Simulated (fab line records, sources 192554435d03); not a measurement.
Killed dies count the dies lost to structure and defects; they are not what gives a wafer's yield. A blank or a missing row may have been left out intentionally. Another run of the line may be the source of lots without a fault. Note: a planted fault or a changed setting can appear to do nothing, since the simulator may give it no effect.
fab line records    flow n5Finfet
record: lots: 10  wafers: 30  lastDay: 17
route steps=1938 shown BEOL_M7@1305
lots that met no fault: from a run of the same line without faults
startH: start of the lot's first displayed wafer, in hours after the record's first day    waitH: how many hours have passed since the lot's step before this one    " unchanged from the row above    L1.1+2: one row covering several wafers at once    - no value, or no start was given    * or withheld: withheld    < > ~ a bound
route shown NAME@n: names a module that has steps shown in the file, with the first one's number in the route    usual: average and standard deviation across the fault-free wafers    same: alike in all rows    chamber/n: place in a boat    sites: per-site readings    _std_site: the standard deviation of these    _edge_site: the outer-site mean with the inner-site mean subtracted    radiusMm: for every site, how far away it sits from the centre of the wafer    mask NAME#n: copy n    behind: the last tool/chamber to shape the wafer    hold: what put the lot on hold/how long, in hours/how the hold closed    device: whichever transistor did not switch (one of n, p or np)    end of line: the same wafers' tests at the end of the route    step lacking rows: just its recipe    killed: count of dies lost to structure and defects at first sort (not the wafer's yield)    map: a wafer's dies, marking killed ones x, the rest . and places with no die _
set.NAME: the setting the step ran with; set.NAME@STEP: the setting that earlier step ran with    model.NAME: the simulator's own value behind a step, which no gauge read
route steps across a sampled set of lots; one table per step, one row per wafer
services: a tool's chamber out of use, with start hour (startH, from the record's first day; less than 0 if before it), hours out, and reason
== steps ==
step: N5_BEOL_M7_VIA_ETCH_34
recipe: chemistry: C4F6/O2  target: SiCOH_lowk  targetDepthA: 1255  maskMaterial: SOC  taperDeg: 4  timeS: 50.5  ionEnergyEv: 250  pressureMtorr: 30  sourceW: 345  biasW: 185  Ar_flow_sccm: 300  C4F6_flow_sccm: 10  O2_flow_sccm: 10
usual: drypumpMotorCurrentA: 5.9/0.53  oes_ar_750_au: 0.77/0.08  oesProductAu: 0.77/0.081  rfVppV: 665/17  showerheadPlenumPTorr: 2.90/0.075  throttleValvePct: 20.88/0.19
lot.wafer  tool        chamber  startH  waitH  drypumpMotorCurrentA  oes_ar_750_au  oesProductAu  rfHoursCounterH  rfVppV  showerheadPlenumPTorr  throttleValvePct
L403.2     rieDiel-03  2        204.40  0.0    4.9                   0.87           0.87          18               660     2.81                   20.76
L403.3     "           0        "       "      6.8                   0.76           0.75          126              652     2.88                   21.06
L403.4     "           3        "       "      5.9                   0.70           0.71          185              687     2.92                   20.95
L405.1     rieDiel-03  1        219.44  0.0    6.1                   0.72           0.73          179              659     2.98                   21.13
L405.2     "           3        "       "      5.9                   0.70           0.70          189              685     2.92                   20.97
L405.3     "           2        "       "      4.9                   0.87           0.88          23               661     2.81                   20.77
L412.3     rieDiel-03  1        266.33  0.0    6.1                   0.71           0.71          195              657     2.97                   21.16
L412.4     "           2        "       "      4.9                   0.84           0.85          39               657     2.80                   20.79
L412.5     "           0        "       "      6.8                   0.74           0.73          -                651     2.88                   21.09
L418.3     rieDiel-03  1        289.52  0.0    6.0                   0.71           0.70          203              658     2.97                   21.16
L418.4     "           0        "       "      6.7                   0.74           0.73          -                652     2.87                   21.09
L418.5     "           2        "       "      4.9                   0.82           0.83          -                659     2.80                   20.80
L417.1     rieDiel-01  1        289.70  0.0    5.9                   0.81           0.83          80               683     3.00                   20.82
L417.4     "           0        "       "      5.8                   0.86           0.86          54               664     2.88                   20.94
L417.5     "           1        "       "      5.9                   0.82           0.84          -                683     3.00                   20.80
L419.1     rieDiel-03  2        291.73  0.0    4.9                   0.83           0.84          49               658     2.80                   20.79
L419.2     "           1        "       "      6.1                   0.71           0.70          204              658     2.97                   21.18
L419.5     "           0        "       "      6.7                   0.74           0.72          -                651     2.87                   21.10
L420.3     rieDiel-01  1        307.32  0.0    5.9                   0.80           0.81          85               684     3.00                   20.81
L420.4     "           1        "       "      5.9                   0.80           0.82          -                685     3.00                   20.81
L420.6     "           0        "       "      5.8                   0.85           0.85          -                664     2.88                   20.93
L421.1     rieDiel-03  1        314.00  0.0    6.1                   0.71           0.71          210              656     2.96                   21.20
L421.4     "           0        "       "      6.8                   0.73           0.73          160              650     2.87                   21.10
L421.5     "           0        "       "      6.8                   0.73           0.72          -                652     2.87                   21.11
L422.1     rieDiel-02  1        320.69  0.0    5.8                   0.72           0.71          205              663     2.81                   20.64
L422.4     "           3        "       "      5.6                   0.88           0.86          52               646     3.02                   20.68
L422.6     "           2        "       "      6.4                   0.70           0.69          -                638     2.80                   21.11
L423.3     rieDiel-01  0        320.75  0.0    5.8                   0.85           0.85          65               664     2.88                   20.97
L423.5     "           1        "       "      5.9                   0.79           0.82          -                681     2.99                   20.83
L423.6     "           0        "       "      5.8                   0.85           0.85          -                664     2.88                   20.96
step: N5_BEOL_M7_CVD_78
recipe: material: Co  targetThkA: 20  tempC: withheld  precursor: CCTBA/H2  pressureTorr: 30  timeS: 142.3
lot.wafer  tool      chamber  startH  waitH  sinceWetCleanH
L403.2     cvdCo-01  0        207.76  0.1    968
L403.3     "         1        "       "      -
L403.4     "         0        "       "      -
L405.1     cvdCo-02  0        222.12  0.1    763
L405.2     "         1        "       "      1201
L405.3     "         2        "       "      304
L412.3     cvdCo-02  2        267.61  0.0    350
L412.4     "         1        "       "      -
L412.5     "         0        "       "      -
L418.3     cvdCo-01  1        291.01  0.2    151
L418.4     "         0        "       "      -
L418.5     "         2        "       "      -
L418.3     cvdCo-01  1        291.46  0.4    -
L418.4     "         0        "       "      -
L418.5     "         2        "       "      -
L417.1     cvdCo-02  1        291.10  0.1    1270
L417.4     "         2        "       "      -
L417.5     "         1        "       "      -
L417.1     cvdCo-02  1        291.38  0.2    -
L417.4     "         2        "       "      -
L417.5     "         1        "       "      -
L419.1     cvdCo-01  2        293.29  0.0    594
L419.2     "         0        "       "      1053
L419.5     "         0        "       "      -
L420.3     cvdCo-01  0        308.76  0.1    1069
L420.4     "         2        "       "      -
L420.6     "         0        "       "      -
L421.1     cvdCo-02  0        316.19  0.4    858
L421.4     "         1        "       "      -
L421.5     "         2        "       "      -
L422.1     cvdCo-02  0        322.52  0.3    864
L422.4     "         1        "       "      -
L422.6     "         2        "       "      -
L423.3     cvdCo-02  0        323.18  0.3    865
L423.5     "         0        "       "      -
L423.6     "         1        "       "      -
step: N5_BEOL_M7_ANNEAL_51
recipe: tempC: 225  timeS: 90  ambient: N2
usual: wafer_temp_C_max: 226.13/0.28
lot.wafer  tool          chamber  startH  waitH  wafer_temp_C_max
L403.2     rtpAnneal-02  0        208.35  0.1    225.63
L403.3     "             0        "       "      225.92
L403.4     "             0        "       "      226.37
L405.1     rtpAnneal-01  0        222.48  0.1    226.03
L405.2     "             0        "       "      226.23
L405.3     "             0        "       "      226.42
L412.3     rtpAnneal-01  0        268.41  0.5    226.54
L412.4     "             0        "       "      226.30
L412.5     "             0        "       "      225.77
L417.1     rtpAnneal-02  0        292.03  0.4    226.01
L417.4     "             0        "       "      225.99
L417.5     "             0        "       "      226.02
L418.3     rtpAnneal-01  0        292.05  0.3    225.71
L418.4     "             0        "       "      225.81
L418.5     "             0        "       "      226.29
L419.1     rtpAnneal-02  0        293.65  0.1    226.49
L419.2     "             0        "       "      225.81
L419.5     "             0        "       "      226.13
L420.3     rtpAnneal-02  0        309.21  0.1    226.63
L420.4     "             0        "       "      226.63
L420.6     "             0        "       "      226.32
L421.1     rtpAnneal-01  0        319.42  0.2    225.95
L421.4     "             0        "       "      225.58
L421.5     "             0        "       "      226.51
L422.1     rtpAnneal-02  0        323.23  0.3    226.23
L422.4     "             0        "       "      226.28
L422.6     "             0        "       "      226.70
L423.3     rtpAnneal-01  0        324.41  0.9    226.17
L423.5     "             0        "       "      225.81
L423.6     "             0        "       "      226.60
step: N5_BEOL_M7_CMP_52
recipe: stopOn: SiCOH_lowk  tOverpolishS: 6.9  downForcePsi: 1  platenRpm: 50  clearingPlatenDownForcePsi: 1.5  clearingPlatenRpm: 50  postCmpClean: cuAlkaline  targetThkNm: 80  clearingPlatenPadVelocityMS: 0.99484  padVelocityMS: 0.99484
usual: barrierFieldEndpointS: 28.6/0.73  motorCurrentA: 6.2/0.73  overpolishRunS: 6.901/0.0091  timeToEndpointS: 62/3
lot.wafer  tool    chamber  startH  waitH  barrierFieldEndpointS  motorCurrentA  overpolishRunS  timeToEndpointS
L403.4     cmp-02  0        208.60  0.1    28.5                   6.9            6.904           63
L403.3     "       2        "       "      27.3                   5.5            6.904           54
L403.2     "       3        "       "      28.2                   6.5            6.889           64
L405.3     cmp-03  2        222.77  0.2    28.5                   5.3            6.896           62
L405.1     "       3        "       "      28.9                   7.6            6.906           63
L405.2     "       0        "       "      28.0                   6.9            6.914           63
L412.4     cmp-01  2        268.61  0.1    28.9                   6.0            6.887           65
L412.3     "       1        "       "      28.4                   5.3            6.901           63
L412.5     "       3        "       "      28.0                   6.0            6.894           58
L418.4     cmp-03  0        292.33  0.2    31.5                   7.1            6.918           65
L418.3     "       1        "       "      31.3                   6.0            6.890           65
L418.5     "       3        "       "      31.3                   7.5            6.926           67
L417.4     cmp-02  0        292.37  0.2    31.4                   7.0            6.899           59
L417.1     "       2        "       "      31.0                   6.0            6.909           56
L417.5     "       0        "       "      30.9                   6.7            6.911           61
L419.1     cmp-03  0        293.95  0.3    29.3                   7.2            6.903           63
L419.2     "       3        "       "      29.7                   7.4            6.901           64
L419.5     "       1        "       "      28.9                   5.9            6.904           61
L420.3     cmp-02  3        309.46  0.2    28.5                   6.6            6.893           66
L420.4     "       1        "       "      28.7                   6.2            6.921           62
L420.6     "       3        "       "      29.9                   6.6            6.905           70
L421.1     cmp-03  2        319.76  0.3    28.0                   5.2            6.915           64
L421.4     "       3        "       "      28.5                   7.8            6.899           65
L421.5     "       1        "       "      27.9                   6.1            6.903           57
L422.4     cmp-01  0        323.53  0.1    28.8                   5.3            6.922           63
L422.1     "       2        "       "      27.8                   5.6            6.898           63
L422.6     "       0        "       "      28.8                   5.5            6.919           66
L423.3     cmp-03  3        324.69  0.2    29.8                   7.4            6.902           64
L423.6     "       1        "       "      29.4                   5.9            6.904           64
L423.5     "       2        "       "      30.1                   5.7            6.883           63
step: N5_BEOL_M7_RS_MEAS_57
recipe: thkMeasGauge: four-point-probe  reads: Cu_of_BEOL_M7_ECD_50+Co_of_BEOL_M7_CVD_78+TaN_of_BEOL_M7_ALD_77
usual: M7_RS: 0.289/0.0084
lot.wafer  tool          chamber  startH  waitH  M7_RS[ohm/sq]
L403.2     filmMetro-01  -        209.06  0.1    0.281
L403.3     "             -        "       "      0.294
L403.4     "             -        "       "      0.279
L405.1     filmMetro-01  -        223.20  0.1    0.286
L405.2     "             -        "       "      0.283
L405.3     "             -        "       "      0.290
L412.3     filmMetro-01  -        269.04  0.1    0.290
L412.4     "             -        "       "      0.292
L412.5     "             -        "       "      0.304
L418.3     filmMetro-01  -        292.73  0.1    0.292
L418.4     "             -        "       "      0.297
L418.5     "             -        "       "      0.282
L417.1     filmMetro-01  -        292.82  0.1    0.296
L417.4     "             -        "       "      0.287
L417.5     "             -        "       "      0.292
L419.1     filmMetro-01  -        294.38  0.1    0.289
L419.2     "             -        "       "      0.289
L419.5     "             -        "       "      0.293
L420.3     filmMetro-02  -        309.85  0.1    0.277
L420.4     "             -        "       "      0.280
L420.6     "             -        "       "      0.268
L421.1     filmMetro-01  -        320.15  0.1    0.286
L421.4     "             -        "       "      0.288
L421.5     "             -        "       "      0.299
L422.1     filmMetro-01  -        323.97  0.1    0.288
L422.4     "             -        "       "      0.288
L422.6     "             -        "       "      0.295
L423.3     filmMetro-01  -        325.04  0.1    0.273
L423.5     "             -        "       "      0.280
L423.6     "             -        "       "      0.279
== services ==
tool        chamber  startH  hours  kind
rieDiel-03  1        193.13  8.5    repair
cmp-01      -        195.44  2.3    repair
cmp-02      -        200.12  5.6    pm
cmp-03      -        200.63  2.1    repair
cvdCo-02    -        218.36  0.3    repair
cmp-02      -        224.03  4.0    pm
cmp-03      -        224.29  4.0    pm
cmp-03      -        228.29  -      consumableReplace:conditioner
cmp-03      -        228.29  -      consumableReplace:pad
cmp-02      -        235.30  2.8    repair
rieDiel-03  -        236.51  0.3    repair
cvdCo-01    -        241.24  2.8    pm
rieDiel-02  2        244.08  21.0   repair
rieDiel-03  0        253.64  2.0    repair
cmp-03      -        253.93  3.2    repair
rieDiel-02  0        254.95  14.4   repair
rieDiel-02  3        282.57  1.5    repair
rieDiel-03  3        285.32  6.0    repair
cmp-02      -        286.37  0.2    repair
rieDiel-01  -        290.73  2.8    pm
rieDiel-01  2        293.58  40.7   repair
cmp-03      -        296.25  6.3    repair
cvdCo-02    -        300.13  3.4    repair
rieDiel-02  2        324.02  3.9    repair
== key ==
firstSign: step: N5_BEOL_M7_CVD_78  reading: visit  direction: added
effect: step: N5_BEOL_M7_CMP_52  reading: barrierFieldEndpointS  direction: up  sigmas: 3.6  usual: 28.6  struck: 31.2
metAt N5_BEOL_M7_CVD_78
struckLots L417,L418
notActingAt N5_BEOL_M7_VIA_ETCH_34,N5_BEOL_M7_ANNEAL_51,N5_BEOL_M7_RS_MEAS_57
fault: kind: repeatedStepWhole  tool: cvdCo-01,cvdCo-02  chamber: -  onsetH: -  steps: N5_BEOL_M7_CVD_78  times: 1  scope: struckLotsOnly
